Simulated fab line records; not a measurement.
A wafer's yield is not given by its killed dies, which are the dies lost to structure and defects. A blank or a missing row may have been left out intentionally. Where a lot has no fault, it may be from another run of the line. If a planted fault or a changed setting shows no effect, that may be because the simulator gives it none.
Matching of chambers	flow nand-harc	ald-hk-02 running NHARC_A_CHANNEL_FILL_D1_ALD_14: 4 sister chambers
The step deposits SiO2, target thk 2.5 nm, pulse time 10 s, ald cycles 25. 4 wafers are shown with their chamber, then 7 later ones without.

## WAFERS PAIRED WITH THEIR CHAMBERS
wafer	chamber	heater-power-w (W)
L078.4	2	472
L077.3	0	587
L091.1	1	508
L091.3	3	444

## WAFERS WITHOUT THEIR CHAMBER
wafer	heater-power-w (W)
L091.4	450
L092.4	441
L092.5	515
L092.6	578
L094.1	451
L094.2	513
L094.6	460

## WHICH CHAMBER EACH ONE RAN IN
wafer	from the rows above	in truth
L091.4	3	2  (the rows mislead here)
L092.4	3	3
L092.5	1	1
L092.6	0	0
L094.1	can't be placed: 3 or 2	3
L094.2	1	1
L094.6	can't be placed: 2 or 3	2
4 of 7 placed correctly. Unplaceable from these rows: 2, with the true chamber sitting among the candidates in 2. Number placed wrongly: 1.
How it was worked out, from the rows above alone: a wafer's distance from a chamber is the root of the sum, over the readings, of the square of ((its reading less the chamber's mean) divided by the reading's scatter). The wafer belongs to the nearest chamber; if the next one is less than 2 further off, it can't be placed. Each chamber's mean is taken over the wafers shown for it. The scatter: with one shown wafer a chamber, the root of the mean of the squares of how far each hidden wafer lies from its nearest shown one.
